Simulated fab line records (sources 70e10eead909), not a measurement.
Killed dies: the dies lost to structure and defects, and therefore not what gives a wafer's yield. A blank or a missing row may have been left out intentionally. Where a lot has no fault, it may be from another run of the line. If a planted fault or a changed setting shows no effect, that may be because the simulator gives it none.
Comparing a struck lot with a sound one :: flow nand_harc :: 14 steps out of a route of 1302
Sound: wafers L682.1, L682.4, L682.5. Struck: wafers L692.2, L692.3, L692.5. The cause comes at the end.
Each step with rows lists, per side, the tool, then ch with its chambers, then its first start. Under that, the readings that differ: sound wafers :: struck wafers :: difference of the means :: sigmas: that difference in standard deviations of wafers without a fault.
alike: readings whose means differ by less than 2 such deviations, and words and numbers that are the same on both sides. not compared: withheld readings, readings that some wafer has no value for, bounds like >300 that may hide the same value, and numbers for which the record gives no deviation and whose values overlap.
A row with sigmas, a row that says differs or no value, or rows on one side alone: a step with any of these is where the two part. Numbers that don't overlap but have no deviation are shown without sigmas and don't part them. A reading that every wafer of one side lacks parts them only if that side has two wafers or more.

first, 1 step without rows for these wafers: NHARC_A_CONTACT_STRIP_27 (strips in post etch residue remover, time 600 s).
NHARC_A_CONTACT_ALD_18: deposits TiN, target thk 3 nm, pulse time 1 s, ald cycles 150.
  sound on ald_metal-04 ch 0,1,2, day 25 09:56; struck on ald_metal-03 ch 0,1,3, day 30 13:04
  alike: heater_power_w, precursor_pulse_height_rel
  not compared: since_wet_clean_h
NHARC_A_CONTACT_CVD_19: deposits W, target thk 300 nm, time 802 s.
  sound: cvd_w-01 ch 0,1; struck: cvd_w-01 ch 0,1
reading: mfc_ar_sccm (sccm)
sound: 1558 1564 1565
struck: 1554 1555 1551
difference: -9
sigmas: -2
  alike: heater_power_w, mfc_h2_sccm, throttle_valve_pct
  not compared: since_wet_clean_h
NHARC_A_CONTACT_CMP_20: polishes, t overpolish 30 s, target thk 300 nm.
  sound on cmp-03 ch 1,2,3, day 25 11:04; struck on cmp-01 ch 0,3, day 30 14:08
  alike: motor_current_A, overpolish_run_s, time_to_endpoint_s
  not compared: pad_life_wafers
following that, these wafers have no rows for 1 step: NHARC_A_CONTACT_SRD_22.
NHARC_A_CONTACT_INSPECT_23:
  sound on defect_inspect-01, day 25 11:25; struck on defect_inspect-01, day 30 14:33
  alike: raw_defect_count
then, 5 steps without rows for these wafers: NHARC_A_BLC_DEHYDRATE_00 (time 120 s); NHARC_A_BLC_HMDS_01 (time 30 s); NHARC_A_BLC_COAT_02 (time 75 s); NHARC_A_BLC_COAT_03 (time 65 s); NHARC_A_BLC_COAT_04 (resist thk 90 nm).
NHARC_A_BLC_SOFTBAKE_05: time 55 s.
  sound on litho_track-01 ch 0, day 25 11:00; struck on litho_track-01 ch 0, day 30 14:00
reading: heater_power_total_W (W)
sound: 188.59 188.55 188.36
struck: 186.75 186.71 186.85
difference: -1.73
sigmas: -12
following that, these wafers have no rows for 1 step: NHARC_A_BLC_EBR_06.
NHARC_END_SORT_01:
  sound on prober-01 ch 0, day 27 06:29; struck on prober-02 ch 0, day 32 10:51
  alike: killed_at_array, killed_at_other, killed_at_periphery, killed_dies, killed_open, killed_short

== WHERE THEY PART ==
At NHARC_A_CONTACT_CVD_19 first; at NHARC_A_BLC_SOFTBAKE_05 last (within this record only). Later steps at which nothing parts them and some readings are alike: NHARC_END_SORT_01.

WHY: what had been put in by the simulator
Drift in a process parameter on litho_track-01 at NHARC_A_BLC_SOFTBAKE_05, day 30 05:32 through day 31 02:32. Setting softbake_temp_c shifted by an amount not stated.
